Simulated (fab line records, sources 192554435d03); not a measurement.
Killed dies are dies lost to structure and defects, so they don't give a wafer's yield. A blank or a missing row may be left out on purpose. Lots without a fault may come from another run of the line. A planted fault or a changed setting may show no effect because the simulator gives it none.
Which tool did it? | flow n5_finfet | 13 lots, 37 wafers sampled, at 5 steps of a route of 1938

WHAT THE GAUGES READ, wafer by wafer
The record holds no reading of a measuring or inspecting step that can be judged against a usual standard deviation.

WHICH TOOL RAN EACH LOT (tool, then ch and the chambers of the sampled wafers, then the start)
lot  | N5_BEOL_M5_ALD_86                   | N5_BEOL_M5_SPUTTER_83        | N5_BEOL_M5_ANNEAL_84         | N5_BEOL_M5_SPUTTER_88        | N5_PASSIVATION_PROBE_49
L131 | ald_metal-03 ch 0,3, day 9 01:14    | pvd_sputter-01, day 9 04:02  | pvd_sputter-01, day 9 04:07  | pvd_sputter-01, day 9 05:07  | prober-01, day 12 22:04
L135 | ald_metal-04 ch 0,2, day 9 18:02    | pvd_sputter-01, day 9 21:07  | pvd_sputter-01, day 9 21:11  | pvd_sputter-01, day 9 22:11  | -
L134 | ald_metal-04 ch 1,2, day 10 00:29   | pvd_sputter-02, day 10 03:07 | pvd_sputter-02, day 10 03:12 | pvd_sputter-02, day 10 04:13 | prober-01, day 14 01:18
L137 | ald_metal-03 ch 1, day 10 03:52     | pvd_sputter-01, day 10 06:39 | pvd_sputter-01, day 10 07:11 | pvd_sputter-01, day 10 07:44 | prober-02, day 14 13:14
L141 | ald_metal-04 ch 1,2,3, day 11 17:37 | pvd_sputter-02, day 11 20:16 | pvd_sputter-02, day 11 20:20 | pvd_sputter-02, day 11 21:21 | -
L143 | ald_metal-01 ch 0,1,3, day 12 02:14 | pvd_sputter-01, day 12 04:52 | pvd_sputter-01, day 12 04:57 | pvd_sputter-01, day 12 05:57 | prober-02, day 16 06:40
L142 | ald_metal-03 ch 0,2,3, day 12 02:52 | pvd_sputter-03, day 12 07:11 | pvd_sputter-03, day 12 07:16 | pvd_sputter-03, day 12 08:16 | prober-01, day 16 09:27
L144 | ald_metal-04 ch 0,1,3, day 12 20:20 | pvd_sputter-03, day 12 22:58 | pvd_sputter-03, day 12 23:02 | pvd_sputter-03, day 13 00:02 | prober-01, day 16 14:43
L146 | ald_metal-03 ch 0,1,3, day 12 21:15 | pvd_sputter-02, day 12 23:56 | pvd_sputter-02, day 13 00:01 | pvd_sputter-02, day 13 01:02 | -
L145 | ald_metal-01 ch 0,3, day 12 21:37   | pvd_sputter-01, day 13 01:59 | pvd_sputter-01, day 13 02:04 | pvd_sputter-01, day 13 03:04 | -
L147 | ald_metal-01 ch 0,1,3, day 13 01:38 | pvd_sputter-03, day 13 04:19 | pvd_sputter-03, day 13 04:24 | pvd_sputter-03, day 13 05:25 | prober-01, day 17 05:26
L150 | ald_metal-03 ch 1,2,3, day 14 02:10 | pvd_sputter-02, day 14 04:49 | pvd_sputter-02, day 14 04:53 | pvd_sputter-02, day 14 05:54 | prober-01, day 17 19:25
L151 | ald_metal-03 ch 1,2, day 14 10:08   | pvd_sputter-03, day 14 12:47 | pvd_sputter-03, day 14 12:52 | pvd_sputter-03, day 14 13:53 | prober-02, day 18 11:43
- N5_BEOL_M5_ALD_86: deposits TaN, pulse time 2 s, purge time 3 s, co reactant purge time 2 s.
- N5_BEOL_M5_SPUTTER_83: material Cu, target thk 15 nm, time 27.62 s.
- N5_BEOL_M5_ANNEAL_84: time 1800 s.
- N5_BEOL_M5_SPUTTER_88: material Cu, target thk 15 nm, time 27.62 s.
- N5_PASSIVATION_PROBE_49

WHAT THE TOOLS THEMSELVES READ (means of the sampled wafers that have a number; where no wafer has one, the mark that the record gives instead)
N5_BEOL_M5_ALD_86. Usual: chamber_pressure_Torr 3.001 Torr, standard deviation 0.0063; heater_power_w 401 W, standard deviation 50.
lot  | tool         | chamber_pressure_Torr (Torr) | heater_power_w (W) | flag
L131 | ald_metal-03 | 2.995                        | 343                |
L135 | ald_metal-04 | 2.999                        | 376                |
L134 | ald_metal-04 | -                            | -                  | OFF
L137 | ald_metal-03 | -                            | -                  | OFF
L141 | ald_metal-04 | 3.002                        | 377                |
L143 | ald_metal-01 | 2.999                        | 399                |
L142 | ald_metal-03 | 3.002                        | 400                |
L144 | ald_metal-04 | 2.996                        | 417                |
L146 | ald_metal-03 | 2.999                        | 378                |
L145 | ald_metal-01 | 2.996                        | 373                |
L147 | ald_metal-01 | 2.998                        | 396                |
L150 | ald_metal-03 | 2.998                        | 414                |
L151 | ald_metal-03 | 2.994                        | 433                |

N5_BEOL_M5_SPUTTER_83. Usual: chuck_sensor_temp_C -15.94 C, standard deviation 0.27; throttle_valve_pct 30.0 %, standard deviation 1.1.
lot  | tool           | chuck_sensor_temp_C (C) | throttle_valve_pct (%) | flag
L131 | pvd_sputter-01 | -16.17                  | 30.2                   |
L135 | pvd_sputter-01 | -16.09                  | 29.7                   |
L134 | pvd_sputter-02 | -16.05                  | 30.8                   |
L137 | pvd_sputter-01 | -16.39                  | 30.1                   |
L141 | pvd_sputter-02 | -15.77                  | 30.2                   |
L143 | pvd_sputter-01 | -16.04                  | 29.8                   |
L142 | pvd_sputter-03 | -15.94                  | 29.0                   |
L144 | pvd_sputter-03 | -15.85                  | 29.7                   |
L146 | pvd_sputter-02 | -15.93                  | 30.7                   |
L145 | pvd_sputter-01 | -16.05                  | 29.9                   |
L147 | pvd_sputter-03 | -15.81                  | 29.5                   |
L150 | pvd_sputter-02 | -15.91                  | 30.5                   |
L151 | pvd_sputter-03 | -15.93                  | 28.8                   |

N5_BEOL_M5_ANNEAL_84. Usual: heater_power_w 821 W, standard deviation 56.
lot  | tool           | heater_power_w (W) | flag
L131 | pvd_sputter-01 | 772                |
L135 | pvd_sputter-01 | 743                |
L134 | pvd_sputter-02 | 819                |
L137 | pvd_sputter-01 | 740                |
L141 | pvd_sputter-02 | 803                |
L143 | pvd_sputter-01 | 779                |
L142 | pvd_sputter-03 | 834                |
L144 | pvd_sputter-03 | 803                |
L146 | pvd_sputter-02 | 828                |
L145 | pvd_sputter-01 | 779                |
L147 | pvd_sputter-03 | 854                |
L150 | pvd_sputter-02 | 823                |
L151 | pvd_sputter-03 | 821                |

N5_BEOL_M5_SPUTTER_88. Usual: chuck_sensor_temp_C -15.95 C, standard deviation 0.29; throttle_valve_pct 29.9 %, standard deviation 1.1.
lot  | tool           | chuck_sensor_temp_C (C) | throttle_valve_pct (%) | flag
L131 | pvd_sputter-01 | -16.15                  | 30.2                   |
L135 | pvd_sputter-01 | -16.12                  | 29.6                   |
L134 | pvd_sputter-02 | -16.13                  | 30.8                   |
L137 | pvd_sputter-01 | -16.47                  | 30.4                   |
L141 | pvd_sputter-02 | -15.72                  | 30.2                   |
L143 | pvd_sputter-01 | -16.02                  | 29.8                   |
L142 | pvd_sputter-03 | -15.95                  | 29.0                   |
L144 | pvd_sputter-03 | -15.84                  | 29.6                   |
L146 | pvd_sputter-02 | -15.94                  | 30.7                   |
L145 | pvd_sputter-01 | -15.99                  | 29.8                   |
L147 | pvd_sputter-03 | -15.90                  | 29.6                   |
L150 | pvd_sputter-02 | -15.94                  | 30.5                   |
L151 | pvd_sputter-03 | -15.96                  | 28.8                   |

N5_PASSIVATION_PROBE_49. Usual: killed_at_M0_to_M3 37, standard deviation 12; killed_at_M4_up 14, standard deviation 5.3; killed_at_contacts 12, standard deviation 6.2; killed_at_front_end 41, standard deviation 11; killed_at_other 3.7, standard deviation 2.9; killed_dies 107, standard deviation 17; killed_on_rim 14, standard deviation 4.4; killed_open 71, standard deviation 12; killed_short 34, standard deviation 7.9.
lot  | tool      | killed_at_M0_to_M3 | killed_at_M4_up | killed_at_contacts | killed_at_front_end | killed_at_other | killed_dies | killed_on_rim | killed_open | killed_short | flag
L131 | prober-01 | 37                 | 10              | 16                 | 27                  | 4.7             | 95          | 11            | 65          | 29           |
L134 | prober-01 | 31                 | 1089            | 13                 | 44                  | 2.0             | 1180        | 152           | 63          | 36           | OFF
L137 | prober-02 | 38                 | 1080            | 8                  | 49                  | 5.0             | 1180        | 152           | 69          | 39           | OFF
L143 | prober-02 | 56                 | 16              | 10                 | 24                  | 1.3             | 107         | 11            | 76          | 31           |
L142 | prober-01 | 24                 | 17              | 5                  | 45                  | 5.3             | 97          | 14            | 67          | 26           |
L144 | prober-01 | 27                 | 11              | 21                 | 38                  | 4.0             | 101         | 11            | 68          | 32           |
L147 | prober-01 | 35                 | 9               | 20                 | 37                  | 6.0             | 107         | 13            | 74          | 33           |
L150 | prober-01 | 43                 | 13              | 12                 | 41                  | 2.0             | 111         | 15            | 69          | 40           |
L151 | prober-02 | 33                 | 9               | 10                 | 44                  | 4.7             | 100         | 12            | 66          | 30           |

THE ANSWER, worked out from the rows above alone
Rule: a lot is off if the mean of its wafers that have a number lies more than 3 standard deviations from the usual mean. A lot without any number at a reading at which 4 lots or more have one is off too. The other lots that the step has rows for count as sound. The gauges are gone through in route order, then the tools' own readings, and for those a lot's mean is taken as printed above. The first step at which some lot is off is used, and at that step the reading that is off furthest; a lot without a number counts as furthest.
Off: L134, L137, at N5_BEOL_M5_ALD_86 (chamber_pressure_Torr). Without a number there: L134, L137.
A tool fits if, at that step or a process step before it, it ran every lot that is off, and no sound lot after the first of them. None of those tried fits.

WHAT THE SIMULATOR HAD PUT IN
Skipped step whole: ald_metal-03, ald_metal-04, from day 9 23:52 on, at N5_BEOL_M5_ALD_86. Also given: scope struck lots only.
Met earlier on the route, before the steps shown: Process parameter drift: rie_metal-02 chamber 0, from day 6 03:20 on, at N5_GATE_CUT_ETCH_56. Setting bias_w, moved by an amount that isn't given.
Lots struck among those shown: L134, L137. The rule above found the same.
